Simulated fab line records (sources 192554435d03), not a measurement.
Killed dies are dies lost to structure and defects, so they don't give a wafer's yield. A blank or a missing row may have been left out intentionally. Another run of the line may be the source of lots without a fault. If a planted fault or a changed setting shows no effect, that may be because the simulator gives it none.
Split-lot experiment :: flow n5 finfet :: 39 wafers read across 7 lots, on a route 1938 steps long

== ABOUT THE SPLIT ==
At N5_MIM_BOT_ETCH_ETCH_04 (etches SiNx in CF4/O2, target depth 26 nm, time 13 s), the setting time s was moved away from the recipe's 13 s on 12 of the 39 wafers read, by -48.1% to +48.9%. This setting was run at the recipe's value on the other wafers.

The split's own step is where the reading is taken.

== THE READING ==
MIM_BOT_ETCH.cd offset nm (the simulator's own value, which no gauge read), in nm, at N5_MIM_BOT_ETCH_ETCH_04 (etches SiNx in CF4/O2, target depth 26 nm, time 13 s). There is no usual value for it anywhere in the file. The 27 wafers here that ran the recipe average 0.0 nm, standard deviation 0.066 nm.

wafer: L075.1
tool, chamber at the split: rie diel-05, 1
time s as run, s: 13
against the recipe: recipe
MIM_BOT_ETCH.cd offset nm, nm: 0
against lot-mates on the recipe: -

wafer: L075.2
tool, chamber at the split: rie diel-05, 2
time s as run, s: 13
against the recipe: recipe
MIM_BOT_ETCH.cd offset nm, nm: 0
against lot-mates on the recipe: -

wafer: L075.4
tool, chamber at the split: rie diel-05, 1
time s as run, s: 13
against the recipe: recipe
MIM_BOT_ETCH.cd offset nm, nm: 0
against lot-mates on the recipe: -

wafer: L080.1
tool, chamber at the split: rie diel-02, 0
time s as run, s: 13
against the recipe: recipe
MIM_BOT_ETCH.cd offset nm, nm: 0
against lot-mates on the recipe: -

wafer: L080.2
tool, chamber at the split: rie diel-02, 2
time s as run, s: 13
against the recipe: recipe
MIM_BOT_ETCH.cd offset nm, nm: 0
against lot-mates on the recipe: -

wafer: L080.3
tool, chamber at the split: rie diel-02, 1
time s as run, s: 15.83
against the recipe: +21.8%
MIM_BOT_ETCH.cd offset nm, nm: -0.4
against lot-mates on the recipe: -0.4

wafer: L080.4
tool, chamber at the split: rie diel-02, 3
time s as run, s: 13
against the recipe: recipe
MIM_BOT_ETCH.cd offset nm, nm: 0
against lot-mates on the recipe: -

wafer: L080.5
tool, chamber at the split: rie diel-02, 2
time s as run, s: 15.83
against the recipe: +21.8%
MIM_BOT_ETCH.cd offset nm, nm: -0.2
against lot-mates on the recipe: -0.2

wafer: L080.6
tool, chamber at the split: rie diel-02, 1
time s as run, s: 15.83
against the recipe: +21.8%
MIM_BOT_ETCH.cd offset nm, nm: -0.2
against lot-mates on the recipe: -0.2

wafer: L087.1
tool, chamber at the split: rie diel-05, 0
time s as run, s: 9.215
against the recipe: -29.1%
MIM_BOT_ETCH.cd offset nm, nm: 0.2
against lot-mates on the recipe: +0.2

wafer: L087.2
tool, chamber at the split: rie diel-05, 3
time s as run, s: 13
against the recipe: recipe
MIM_BOT_ETCH.cd offset nm, nm: 0
against lot-mates on the recipe: -

wafer: L087.3
tool, chamber at the split: rie diel-05, 2
time s as run, s: 9.215
against the recipe: -29.1%
MIM_BOT_ETCH.cd offset nm, nm: 0.4
against lot-mates on the recipe: +0.4

wafer: L087.4
tool, chamber at the split: rie diel-05, 1
time s as run, s: 13
against the recipe: recipe
MIM_BOT_ETCH.cd offset nm, nm: 0
against lot-mates on the recipe: -

wafer: L087.5
tool, chamber at the split: rie diel-05, 0
time s as run, s: 13
against the recipe: recipe
MIM_BOT_ETCH.cd offset nm, nm: 0
against lot-mates on the recipe: -

wafer: L087.6
tool, chamber at the split: rie diel-05, 1
time s as run, s: 9.215
against the recipe: -29.1%
MIM_BOT_ETCH.cd offset nm, nm: 0.4
against lot-mates on the recipe: +0.4

wafer: L090.1
tool, chamber at the split: rie diel-05, 2
time s as run, s: 19.36
against the recipe: +48.9%
MIM_BOT_ETCH.cd offset nm, nm: -0.6
against lot-mates on the recipe: -0.6

wafer: L090.2
tool, chamber at the split: rie diel-05, 0
time s as run, s: 13
against the recipe: recipe
MIM_BOT_ETCH.cd offset nm, nm: 0
against lot-mates on the recipe: -

wafer: L090.3
tool, chamber at the split: rie diel-05, 1
time s as run, s: 19.36
against the recipe: +48.9%
MIM_BOT_ETCH.cd offset nm, nm: -0.6
against lot-mates on the recipe: -0.6

wafer: L090.4
tool, chamber at the split: rie diel-05, 3
time s as run, s: 13
against the recipe: recipe
MIM_BOT_ETCH.cd offset nm, nm: 0
against lot-mates on the recipe: -

wafer: L090.5
tool, chamber at the split: rie diel-05, 2
time s as run, s: 19.36
against the recipe: +48.9%
MIM_BOT_ETCH.cd offset nm, nm: -0.4
against lot-mates on the recipe: -0.4

wafer: L090.6
tool, chamber at the split: rie diel-05, 3
time s as run, s: 13
against the recipe: recipe
MIM_BOT_ETCH.cd offset nm, nm: 0
against lot-mates on the recipe: -

wafer: L088.1
tool, chamber at the split: rie diel-01, 3
time s as run, s: 13
against the recipe: recipe
MIM_BOT_ETCH.cd offset nm, nm: 0
against lot-mates on the recipe: -

wafer: L088.2
tool, chamber at the split: rie diel-01, 0
time s as run, s: 6.744
against the recipe: -48.1%
MIM_BOT_ETCH.cd offset nm, nm: 0.6
against lot-mates on the recipe: +0.6

wafer: L088.3
tool, chamber at the split: rie diel-01, 1
time s as run, s: 13
against the recipe: recipe
MIM_BOT_ETCH.cd offset nm, nm: 0
against lot-mates on the recipe: -

wafer: L088.4
tool, chamber at the split: rie diel-01, 2
time s as run, s: 6.744
against the recipe: -48.1%
MIM_BOT_ETCH.cd offset nm, nm: 0.6
against lot-mates on the recipe: +0.6

wafer: L088.5
tool, chamber at the split: rie diel-01, 0
time s as run, s: 13
against the recipe: recipe
MIM_BOT_ETCH.cd offset nm, nm: 0
against lot-mates on the recipe: -

wafer: L088.6
tool, chamber at the split: rie diel-01, 1
time s as run, s: 6.744
against the recipe: -48.1%
MIM_BOT_ETCH.cd offset nm, nm: 0.6
against lot-mates on the recipe: +0.6

wafer: L089.1
tool, chamber at the split: rie diel-02, 3
time s as run, s: 13
against the recipe: recipe
MIM_BOT_ETCH.cd offset nm, nm: 0
against lot-mates on the recipe: -

wafer: L089.2
tool, chamber at the split: rie diel-02, 0
time s as run, s: 13
against the recipe: recipe
MIM_BOT_ETCH.cd offset nm, nm: 0
against lot-mates on the recipe: -

wafer: L089.3
tool, chamber at the split: rie diel-02, 2
time s as run, s: 13
against the recipe: recipe
MIM_BOT_ETCH.cd offset nm, nm: 0
against lot-mates on the recipe: -

wafer: L089.4
tool, chamber at the split: rie diel-02, 1
time s as run, s: 13
against the recipe: recipe
MIM_BOT_ETCH.cd offset nm, nm: 0
against lot-mates on the recipe: -

wafer: L089.5
tool, chamber at the split: rie diel-02, 1
time s as run, s: 13
against the recipe: recipe
MIM_BOT_ETCH.cd offset nm, nm: 0.2
against lot-mates on the recipe: -

wafer: L089.6
tool, chamber at the split: rie diel-02, 2
time s as run, s: 13
against the recipe: recipe
MIM_BOT_ETCH.cd offset nm, nm: 0.2
against lot-mates on the recipe: -

wafer: L093.1
tool, chamber at the split: rie diel-02, 3
time s as run, s: 13
against the recipe: recipe
MIM_BOT_ETCH.cd offset nm, nm: 0
against lot-mates on the recipe: -

wafer: L093.2
tool, chamber at the split: rie diel-02, 2
time s as run, s: 13
against the recipe: recipe
MIM_BOT_ETCH.cd offset nm, nm: 0
against lot-mates on the recipe: -

wafer: L093.3
tool, chamber at the split: rie diel-02, 0
time s as run, s: 13
against the recipe: recipe
MIM_BOT_ETCH.cd offset nm, nm: 0
against lot-mates on the recipe: -

wafer: L093.4
tool, chamber at the split: rie diel-02, 1
time s as run, s: 13
against the recipe: recipe
MIM_BOT_ETCH.cd offset nm, nm: -0.2
against lot-mates on the recipe: -

wafer: L093.5
tool, chamber at the split: rie diel-02, 0
time s as run, s: 13
against the recipe: recipe
MIM_BOT_ETCH.cd offset nm, nm: 0
against lot-mates on the recipe: -

wafer: L093.6
tool, chamber at the split: rie diel-02, 3
time s as run, s: 13
against the recipe: recipe
MIM_BOT_ETCH.cd offset nm, nm: 0
against lot-mates on the recipe: -

FIT RESULTS
A straight line over all 39 wafers: MIM_BOT_ETCH.cd offset nm changes by -0.0117 nm for each +1% of time s; r = -0.96; the points scatter about the line by 0.075 nm.
The same after taking each lot's own level away (the mean of its wafers on the recipe; 39 wafers): -0.0117 nm for each +1%; r = -0.97; scatter 0.069 nm.
That fit puts the effect of the largest move of time s on the reading at 0.57 nm.
Measured against the standard deviation above, the lots' own levels, which go from -0.03 to 0.07 nm, span 1.5 times it.
Consequently the slope shifts little with the lot-to-lot level, the two slopes agreeing.
Check: with one of the wafers moved furthest among these (+48.9%) left out of the fit, the line predicts -0.561 nm for it against its lot-mates. Against them it came out at -0.6 nm.

== OTHER SPLITS ON THESE WAFERS ==
Other splits were also applied to these wafers ahead of the reading. Each is held against what the fit with the lots' levels taken away leaves over:
other split on the same wafers: N5_BEOL_M14_ILD_DEP_00 target thk a
wafers away from the commonest value: 12
r with MIM_BOT_ETCH.cd offset nm (lot level and that fit taken away): +0.15

== THE WHOLE CHAIN: every reading that the file lists as answering this split, in the file's order ==
step: N5_MIM_BOT_ETCH_ETCH_04
what it does: etches SiNx in CF4/O2, target depth 26 nm, time 13 s
reading: etch.depth nm (the simulator's own value, which no gauge read)
change (the file's fit): +0.26 nm for each +1% of the setting
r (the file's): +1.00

step: N5_MIM_BOT_ETCH_ETCH_04
what it does: etches SiNx in CF4/O2, target depth 26 nm, time 13 s
reading: MIM_BOT_ETCH.cd offset nm (the simulator's own value, which no gauge read)
change (the file's fit): -0.0117 nm for each +1% of the setting
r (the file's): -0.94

== FILE'S OWN FIT ==
MIM_BOT_ETCH.cd offset nm changes by -0.0117 nm for each +1% of time s, r = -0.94.
